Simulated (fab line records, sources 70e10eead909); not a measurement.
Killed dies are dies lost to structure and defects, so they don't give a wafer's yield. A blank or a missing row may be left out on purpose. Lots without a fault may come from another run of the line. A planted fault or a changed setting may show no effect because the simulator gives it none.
Which tool did it? | flow nand_harc | 12 lots, 36 wafers sampled, at 5 steps of a route of 1302

WHAT THE GAUGES READ, wafer by wafer
NHARC_END_SORT_01.
lot  | measured     | on        | killed_at_array | killed_at_other | killed_at_periphery | killed_dies | killed_open | killed_short
L154 | day 25 08:26 | prober-02 | 70 77 58        | 2 4 2           | 3 3 0               | 75 84 60    | 7 4 5       | 1 2 2
L157 | day 25 14:38 | prober-01 | 79 81 78        | 1 0 0           | 4 5 5               | 84 86 83    | 1 4 3       | 2 3 4
L158 | day 26 03:16 | prober-02 | 70 70 72        | 1 1 1           | 1 4 4               | 72 75 77    | 4 9 10      | 5 1 2
L160 | day 27 04:20 | prober-02 | 54 76 57        | 0 0 0           | 4 2 3               | 58 78 60    | 3 6 6       | 0 3 2
L163 | day 28 23:31 | prober-01 | 51 49 51        | 4 1 2           | 3 5 3               | 58 55 56    | 4 5 5       | 1 2 7
L166 | day 29 20:18 | prober-02 | 56 65 51        | 0 0 2           | 9 5 5               | 65 70 58    | 1 1 4       | 2 4 0
L169 | day 31 00:04 | prober-01 | 665 24 25       | 0 0 1           | 3 4 3               | 668 28 29   | 1 3 4       | 2 3 3
L173 | day 33 15:43 | prober-02 | 42 44 42        | 0 2 4           | 1 1 3               | 43 47 49    | 3 6 3       | 0 2 3
L174 | day 33 15:41 | prober-01 | 52 73 62        | 1 2 3           | 16 11 6             | 69 86 71    | 4 3 3       | 2 5 2
L175 | day 33 23:29 | prober-01 | 11 23 13        | 3 2 0           | 3 6 2               | 17 31 15    | 3 3 5       | 2 1 3
L176 | day 34 13:46 | prober-02 | 29 33 28        | 0 1 2           | 2 3 4               | 31 37 34    | 2 4 3       | 1 3 2
L177 | day 34 13:02 | prober-01 | 54 64 59        | 0 0 1           | 4 7 2               | 58 71 62    | 6 7 2       | 3 2 2

WHICH TOOL RAN EACH LOT (tool, then ch and the chambers of the sampled wafers, then the start)
lot  | NHARC_A_CONTACT_ETCH_111             | NHARC_A_CONTACT_ETCH_120             | NHARC_A_CONTACT_ETCH_122             | NHARC_A_CONTACT_ETCH_96
L154 | har_cap_etch-03 ch 0,1, day 22 00:17 | har_cap_etch-03 ch 0,1, day 22 01:51 | har_cap_etch-03 ch 0,1, day 22 02:11 | rie_diel-07 ch 0,1,2, day 22 03:26
L157 | har_cap_etch-02 ch 1, day 22 15:14   | har_cap_etch-02 ch 1, day 22 16:48   | har_cap_etch-02 ch 1, day 22 17:08   | rie_diel-04 ch 2,3, day 22 18:26
L158 | har_cap_etch-02 ch 0,1, day 23 05:47 | har_cap_etch-02 ch 0,1, day 23 07:20 | har_cap_etch-02 ch 0,1, day 23 07:41 | rie_diel-09 ch 0,2,3, day 23 08:58
L160 | har_cap_etch-02 ch 0,1, day 24 06:32 | har_cap_etch-02 ch 0,1, day 24 08:05 | har_cap_etch-02 ch 0,1, day 24 08:26 | rie_diel-09 ch 1,2, day 24 09:40
L163 | har_cap_etch-01 ch 0,1, day 25 17:41 | har_cap_etch-01 ch 0,1, day 25 19:15 | har_cap_etch-01 ch 0,1, day 25 19:35 | rie_diel-09 ch 1,2,3, day 25 20:52
L166 | har_cap_etch-03 ch 0,1, day 26 16:48 | har_cap_etch-03 ch 0,1, day 26 18:22 | har_cap_etch-03 ch 0,1, day 26 18:43 | rie_diel-07 ch 0,2,3, day 26 20:01
L169 | har_cap_etch-03 ch 0,1, day 27 15:33 | har_cap_etch-03 ch 0,1, day 27 17:17 | har_cap_etch-03 ch 0,1, day 27 17:44 | rie_diel-09 ch 0,1,2, day 27 19:16
L173 | har_cap_etch-02 ch 0,1, day 30 16:58 | har_cap_etch-02 ch 0,1, day 30 18:32 | har_cap_etch-02 ch 0,1, day 30 18:53 | rie_diel-09 ch 0,1,3, day 30 20:08
L174 | har_cap_etch-01 ch 0,1, day 30 17:05 | har_cap_etch-01 ch 0,1, day 30 18:39 | har_cap_etch-01 ch 0,1, day 30 18:59 | rie_diel-09 ch 1,2,3, day 30 20:17
L175 | har_cap_etch-03 ch 1, day 30 18:35   | har_cap_etch-03 ch 1, day 30 20:09   | har_cap_etch-03 ch 1, day 30 20:29   | rie_diel-09 ch 1,3, day 30 21:46
L176 | har_cap_etch-02 ch 0,1, day 31 09:03 | har_cap_etch-02 ch 0,1, day 31 10:37 | har_cap_etch-02 ch 0,1, day 31 10:57 | rie_diel-07 ch 1,2, day 31 12:16
L177 | har_cap_etch-01 ch 0,1, day 31 09:55 | har_cap_etch-01 ch 0,1, day 31 11:29 | har_cap_etch-01 ch 0,1, day 31 11:50 | rie_diel-07 ch 0,2, day 31 13:05
- NHARC_A_CONTACT_ETCH_111: etches the open film in C4F8/O2/Ar, time 140 s, target depth 700 nm.
- NHARC_A_CONTACT_ETCH_120: etches the open film in C4F8/O2/Ar, time 190 s, target depth 1850 nm.
- NHARC_A_CONTACT_ETCH_122: etches the open film in C4F8/O2/Ar, time 190 s, target depth 1850 nm.
- NHARC_A_CONTACT_ETCH_96: etches the open film in C4F6/O2, target depth 20 nm, time 10 s.

WHAT THE TOOLS THEMSELVES READ (means of the sampled wafers that have a number; where no wafer has one, the mark that the record gives instead)
NHARC_A_CONTACT_ETCH_111.
lot  | tool            | oes_air_line_au (a.u.)
L154 | har_cap_etch-03 | 0.984
L157 | har_cap_etch-02 | 1.009
L158 | har_cap_etch-02 | 1.000
L160 | har_cap_etch-02 | 0.997
L163 | har_cap_etch-01 | 0.987
L166 | har_cap_etch-03 | 0.994
L169 | har_cap_etch-03 | 1.009
L173 | har_cap_etch-02 | 1.014
L174 | har_cap_etch-01 | 0.997
L175 | har_cap_etch-03 | 1.025
L176 | har_cap_etch-02 | 0.989
L177 | har_cap_etch-01 | 0.967

NHARC_A_CONTACT_ETCH_120.
lot  | tool            | oes_air_line_au (a.u.)
L154 | har_cap_etch-03 | 0.991
L157 | har_cap_etch-02 | 1.016
L158 | har_cap_etch-02 | 1.012
L160 | har_cap_etch-02 | 0.989
L163 | har_cap_etch-01 | 0.978
L166 | har_cap_etch-03 | 1.004
L169 | har_cap_etch-03 | 1.007
L173 | har_cap_etch-02 | 1.008
L174 | har_cap_etch-01 | 0.999
L175 | har_cap_etch-03 | 0.996
L176 | har_cap_etch-02 | 0.983
L177 | har_cap_etch-01 | 0.993

NHARC_A_CONTACT_ETCH_122.
lot  | tool            | oes_air_line_au (a.u.)
L154 | har_cap_etch-03 | 1.022
L157 | har_cap_etch-02 | 1.030
L158 | har_cap_etch-02 | 1.003
L160 | har_cap_etch-02 | 0.988
L163 | har_cap_etch-01 | 1.026
L166 | har_cap_etch-03 | 1.000
L169 | har_cap_etch-03 | 1.005
L173 | har_cap_etch-02 | 0.991
L174 | har_cap_etch-01 | 0.982
L175 | har_cap_etch-03 | 1.003
L176 | har_cap_etch-02 | 0.994
L177 | har_cap_etch-01 | 1.003

NHARC_A_CONTACT_ETCH_96.
lot  | tool        | drypump_motor_current_A (A) | oes_product_au (a.u.) | rf_vpp_V (V) | showerhead_plenum_p_Torr (Torr) | throttle_valve_pct (%)
L154 | rie_diel-07 | 6.2                         | 0.961                 | 549          | 4.02                            | 26.901
L157 | rie_diel-04 | 6.1                         | 0.962                 | 544          | 3.80                            | 26.894
L158 | rie_diel-09 | 5.8                         | 0.942                 | 545          | 3.86                            | 26.902
L160 | rie_diel-09 | 6.1                         | 0.939                 | 542          | 3.75                            | 26.903
L163 | rie_diel-09 | 6.1                         | 0.947                 | 546          | 3.88                            | 26.904
L166 | rie_diel-07 | 5.9                         | 0.941                 | 545          | 3.88                            | 26.915
L169 | rie_diel-09 | 5.9                         | 0.921                 | 543          | 3.76                            | 26.905
L173 | rie_diel-09 | 6.0                         | 1.002                 | 546          | 3.89                            | 26.912
L174 | rie_diel-09 | 6.0                         | 0.944                 | 547          | 3.87                            | 26.896
L175 | rie_diel-09 | 6.1                         | 1.000                 | 548          | 4.01                            | 26.906
L176 | rie_diel-07 | 6.2                         | 0.957                 | 549          | 4.03                            | 26.900
L177 | rie_diel-07 | 6.2                         | 1.001                 | 547          | 3.92                            | 26.897

THE ANSWER, worked out from the rows above alone
Rule: what is usual is taken from the lots themselves. Put in order of their means at a reading, lots are off if they are a third of the lots or fewer, leave a main group of 4 or more, and stand apart from it by a gap of 3 or more times the standard deviation of the main group's means; of several such gaps the widest counts. A main group whose means are all the same, to the digits that the tables above print for the reading, isn't used. A lot without any number at a reading at which 4 lots or more have one is off too. The other lots that the step has rows for count as sound. The gauges are gone through in route order, then the tools' own readings, and for those a lot's mean is taken as printed above. The first step at which some lot is off is used, and at that step the reading that is off furthest; a lot without a number counts as furthest.
Off: L169, at NHARC_END_SORT_01 (killed_at_array). The main group: mean 54, standard deviation 18.
A tool fits if, at a process step before that reading, it ran every lot that is off, and no sound lot after the first of them. The gauges at NHARC_END_SORT_01 are tried like those tools. None of those tried fits.

WHAT THE SIMULATOR HAD PUT IN
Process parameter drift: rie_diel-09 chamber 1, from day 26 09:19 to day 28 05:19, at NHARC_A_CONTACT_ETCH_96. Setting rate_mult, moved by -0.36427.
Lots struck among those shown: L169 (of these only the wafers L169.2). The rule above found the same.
